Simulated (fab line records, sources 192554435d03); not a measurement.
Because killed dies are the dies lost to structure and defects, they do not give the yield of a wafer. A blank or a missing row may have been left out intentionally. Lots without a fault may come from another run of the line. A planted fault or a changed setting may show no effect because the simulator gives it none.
Chamber matching / flow n5-finfet / pecvd-02 running N5_BEOL_M12_ILD_DEP_00: 3 sister chambers
The step deposits SiOC from DEMS/O2, target thk 658.92 nm, time 130.7 s. 22 wafers are shown with their chamber, then 11 later ones without.

WAFERS PAIRED WITH THEIR CHAMBERS
wafer=L074.1; chamber=1; heater-power-outer-w (W)=338; heater-power-w (W)=553; showerhead-plenum-p-Torr (Torr)=5.701
wafer=L074.5; chamber=0; heater-power-outer-w (W)=162; heater-power-w (W)=414; showerhead-plenum-p-Torr (Torr)=5.706
wafer=L074.6; chamber=1; heater-power-outer-w (W)=342; heater-power-w (W)=598; showerhead-plenum-p-Torr (Torr)=5.704
wafer=L078.4; chamber=0; heater-power-outer-w (W)=248; heater-power-w (W)=505; showerhead-plenum-p-Torr (Torr)=5.706
wafer=L078.5; chamber=2; heater-power-outer-w (W)=313; heater-power-w (W)=542; showerhead-plenum-p-Torr (Torr)=5.728
wafer=L078.6; chamber=1; heater-power-outer-w (W)=377; heater-power-w (W)=628; showerhead-plenum-p-Torr (Torr)=5.705
wafer=L081.2; chamber=0; heater-power-outer-w (W)=230; heater-power-w (W)=493; showerhead-plenum-p-Torr (Torr)=5.716
wafer=L081.3; chamber=2; heater-power-outer-w (W)=275; heater-power-w (W)=500; showerhead-plenum-p-Torr (Torr)=5.717
wafer=L081.5; chamber=0; heater-power-outer-w (W)=163; heater-power-w (W)=393; showerhead-plenum-p-Torr (Torr)=5.692
wafer=L082.2; chamber=0; heater-power-outer-w (W)=196; heater-power-w (W)=439; showerhead-plenum-p-Torr (Torr)=5.706
wafer=L082.3; chamber=2; heater-power-outer-w (W)=296; heater-power-w (W)=515; showerhead-plenum-p-Torr (Torr)=5.712
wafer=L082.6; chamber=2; heater-power-outer-w (W)=302; heater-power-w (W)=532; showerhead-plenum-p-Torr (Torr)=5.733
wafer=L087.1; chamber=2; heater-power-outer-w (W)=262; heater-power-w (W)=474; showerhead-plenum-p-Torr (Torr)=5.716
wafer=L087.2; chamber=1; heater-power-outer-w (W)=283; heater-power-w (W)=502; showerhead-plenum-p-Torr (Torr)=5.703
wafer=L087.4; chamber=2; heater-power-outer-w (W)=279; heater-power-w (W)=505; showerhead-plenum-p-Torr (Torr)=5.715
wafer=L090.1; chamber=2; heater-power-outer-w (W)=258; heater-power-w (W)=470; showerhead-plenum-p-Torr (Torr)=5.709
wafer=L090.2; chamber=0; heater-power-outer-w (W)=173; heater-power-w (W)=406; showerhead-plenum-p-Torr (Torr)=5.702
wafer=L090.6; chamber=1; heater-power-outer-w (W)=369; heater-power-w (W)=606; showerhead-plenum-p-Torr (Torr)=5.709
wafer=L091.2; chamber=2; heater-power-outer-w (W)=302; heater-power-w (W)=521; showerhead-plenum-p-Torr (Torr)=5.727
wafer=L091.3; chamber=1; heater-power-outer-w (W)=359; heater-power-w (W)=598; showerhead-plenum-p-Torr (Torr)=5.709
wafer=L091.4; chamber=1; heater-power-outer-w (W)=361; heater-power-w (W)=609; showerhead-plenum-p-Torr (Torr)=5.713
wafer=L093.1; chamber=0; heater-power-outer-w (W)=214; heater-power-w (W)=479; showerhead-plenum-p-Torr (Torr)=5.691

SIGNATURES (means of the wafers above)
reading=heater-power-outer-w; chamber 0=198.00; chamber 1=347.00; chamber 2=285.88; scatter within a chamber=28.8
reading=heater-power-w; chamber 0=447.00; chamber 1=584.86; chamber 2=507.38; scatter within a chamber=38.4
reading=showerhead-plenum-p-Torr; chamber 0=5.70271; chamber 1=5.70629; chamber 2=5.71962; scatter within a chamber=0.00755
Rule: for a wafer and a chamber, the distance is found by dividing, reading by reading, the gap between the wafer's reading and the chamber's mean by the reading's scatter, squaring, summing and taking the root. The wafer belongs to the nearest chamber; if the next one is less than 2 further off, it can't be placed. The scatter: take each reading less its chamber's mean, square it, sum over the shown wafers, divide by the number of wafers less the number of chambers, and take the root.

WAFERS WITH NO CHAMBER GIVEN
wafer=L093.5; heater-power-outer-w (W)=373; heater-power-w (W)=610; showerhead-plenum-p-Torr (Torr)=5.700
wafer=L093.6; heater-power-outer-w (W)=272; heater-power-w (W)=482; showerhead-plenum-p-Torr (Torr)=5.723
wafer=L092.2; heater-power-outer-w (W)=255; heater-power-w (W)=459; showerhead-plenum-p-Torr (Torr)=5.730
wafer=L092.4; heater-power-outer-w (W)=192; heater-power-w (W)=433; showerhead-plenum-p-Torr (Torr)=5.689
wafer=L092.6; heater-power-outer-w (W)=292; heater-power-w (W)=510; showerhead-plenum-p-Torr (Torr)=5.702
wafer=L096.1; heater-power-outer-w (W)=223; heater-power-w (W)=497; showerhead-plenum-p-Torr (Torr)=5.708
wafer=L096.3; heater-power-outer-w (W)=364; heater-power-w (W)=607; showerhead-plenum-p-Torr (Torr)=5.712
wafer=L096.5; heater-power-outer-w (W)=239; heater-power-w (W)=512; showerhead-plenum-p-Torr (Torr)=5.696
wafer=L095.1; heater-power-outer-w (W)=368; heater-power-w (W)=620; showerhead-plenum-p-Torr (Torr)=5.724
wafer=L095.2; heater-power-outer-w (W)=215; heater-power-w (W)=453; showerhead-plenum-p-Torr (Torr)=5.700
wafer=L095.4; heater-power-outer-w (W)=299; heater-power-w (W)=528; showerhead-plenum-p-Torr (Torr)=5.730

CHAMBER TAKEN BY EACH
wafer=L093.5; from the rows above=1; in truth=1
wafer=L093.6; from the rows above=2; in truth=2
wafer=L092.2; from the rows above=can't be placed: 2 or 0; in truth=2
wafer=L092.4; from the rows above=0; in truth=0
wafer=L092.6; from the rows above=can't be placed: 2 or 1 or 0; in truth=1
wafer=L096.1; from the rows above=can't be placed: 0 or 2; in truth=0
wafer=L096.3; from the rows above=1; in truth=1
wafer=L096.5; from the rows above=can't be placed: 0 or 2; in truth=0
wafer=L095.1; from the rows above=can't be placed: 1 or 2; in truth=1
wafer=L095.2; from the rows above=0; in truth=0
wafer=L095.4; from the rows above=2; in truth=2
6 of 11 placed correctly. These rows do not allow placing 5 (true chamber among the candidates in 5). 0 placed wrongly.
